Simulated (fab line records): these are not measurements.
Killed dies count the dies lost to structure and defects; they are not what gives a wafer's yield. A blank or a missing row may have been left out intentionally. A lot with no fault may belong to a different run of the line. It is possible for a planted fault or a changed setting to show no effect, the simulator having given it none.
A lot that was struck, set against a sound lot	flow n5-finfet	15 steps out of a route of 1938
Sound: the wafers L180.1, L180.2, L180.4. Struck: wafer L193.6 (left out: L193.1, L193.5 of the same lot, which were not struck); the cause appears at the end.
Order at every step that has rows: each side's tool, ch and its chambers, its first start. Under that, the readings that differ: sound wafers	struck wafers	difference of the means	sigmas: that difference in standard deviations of wafers without a fault.
alike: readings whose means differ by less than 2 such deviations, and words and numbers that are the same on both sides. not compared: withheld readings, readings that some wafer has no value for, bounds like >300 that may hide the same value, and numbers for which the record gives no deviation and whose values overlap.
The two part at a step that has a row with sigmas, a row that says differs or no value, or rows on one side only. Numbers that have no deviation but don't overlap get no sigmas and don't part them. A reading that every wafer of one side lacks parts them only if that side has two wafers or more.

first, 1 step without rows for these wafers: N5_BEOL_M0_WET_ETCH_106 (etches SiO2 in DHF, target depth 130 nm, rinse time 30 s).
N5_BEOL_M0_ETCH_128: etches SiCN in CF4/N2, target depth 12 nm, overetch 5.1 nm, time 21.4 s.
  sound on rie-diel-01 ch 1,2,3, day 6 16:53; struck on rie-diel-02 ch 0, day 9 16:41
reading	sound	struck	difference	sigmas
throttle-valve-pct (%)	14.94 15.37 15.31	15.81	+0.60	+2
  alike: cf4-flow-sccm, drypump-motor-current-A, oes-product-au, rf-vpp-V, showerhead-plenum-p-Torr
  not compared: rf-hours-counter-h
N5_BEOL_M0_TRENCH_ETCH_107: etches SiOC in C4F6/O2, target depth 32.8 nm, time 16.4 s.
  sound on rie-diel-01 ch 1,2,3, day 6 16:56; struck on rie-diel-02 ch 0, day 9 16:43
  alike: drypump-motor-current-A, oes-product-au, rf-vpp-V, showerhead-plenum-p-Torr, throttle-valve-pct
  not compared: rf-hours-counter-h
N5_BEOL_M0_STRIP_142: strips in N2/H2, time 10 s.
  sound on rie-diel-01 ch 1,2,3, day 6 16:57; struck on rie-diel-02 ch 0, day 9 16:44
  alike: drypump-motor-current-A, oes-product-au, rf-vpp-V, showerhead-plenum-p-Torr, throttle-valve-pct
  not compared: rf-hours-counter-h
N5_BEOL_M0_OCD_MEAS_108:
  sound on ocd-02 at day 6 17:02; struck on ocd-01 at day 9 16:49
reading	sound	struck	difference	sigmas
trench-depth-nm (nm)	32.8 32.6 33.0	31.5	-1.3	-2
then, 6 steps without rows for these wafers: N5_BEOL_M0_HM_STRIP_129 (strips TiN in peroxide tin strip, target depth 17 nm, time 108 s); N5_BEOL_M0_SRD_130 (time 30 s); N5_BEOL_M0_ETCH_109 (etches SiCN in CH3F/O2, target depth 8 nm, overetch 2.4 nm, time 27.4 s); N5_BEOL_M0_STRIP_139 (strips in post etch residue remover, time 60 s); N5_BEOL_M0_SRD_111 (time 30 s); N5_BEOL_M0_DEGAS_112 (time 60 s).
N5_BEOL_M0_PRE_CLEAN_113: time 30 s.
  sound on pvd-sputter-03 at day 6 17:43; struck on pvd-sputter-02 at day 9 17:41
reading	sound	struck	difference	sigmas
heater-power-w (W)	354 333 343	412	+69	+2
N5_BEOL_M0_ALD_136: deposits TaN, pulse time 2 s, purge time 3 s, co reactant purge time 2 s.
  sound on ald-metal-04 ch 0,1,2, day 6 17:47; struck on ald-metal-03 ch 3, day 9 17:45
reading	sound	struck	difference	sigmas
ald-cycles	30 30 30	27	-3	
  alike: chamber-pressure-Torr, heater-power-outer-w, heater-power-w, precursor-vessel-carrier-sccm, precursor-vessel-pressure-torr, precursor-vessel-temp-c
N5_BEOL_M0_SURFACE_TREAT_137:
  sound on pvd-sputter-03 at day 6 18:01; struck on pvd-sputter-02 at day 9 18:05
  not compared: throttle-valve-pct
-- a jump in the record: the struck wafers' starts before and after are 2 days apart (it breaks off in module BEOL_M0 and resumes in module BEOL_M4, where the first step shown is number 1111 of the route) --
N5_BEOL_M4_RC_MEAS_101:
  sound on prober-01 ch 0, day 8 23:10; struck on prober-01 ch 0, day 12 04:27
reading	sound	struck	difference	sigmas
IOFF_N (nA/um)	0.13 0.18 0.27	0.12	-0.07	-2
SS_N (mV/dec)	71.6 71.3 73.1	70.7	-1.3	-2
VT_N (mV)	252 251 243	257	+8	+2
  alike: DIBL_N, DIBL_P, IOFF_P, ION_N, ION_P, SS_P, VT_P

== WHERE THEY PART ==
Earliest at N5_BEOL_M0_ETCH_128; latest, in this record, at N5_BEOL_M4_RC_MEAS_101.

WHY: whatever the simulator had introduced
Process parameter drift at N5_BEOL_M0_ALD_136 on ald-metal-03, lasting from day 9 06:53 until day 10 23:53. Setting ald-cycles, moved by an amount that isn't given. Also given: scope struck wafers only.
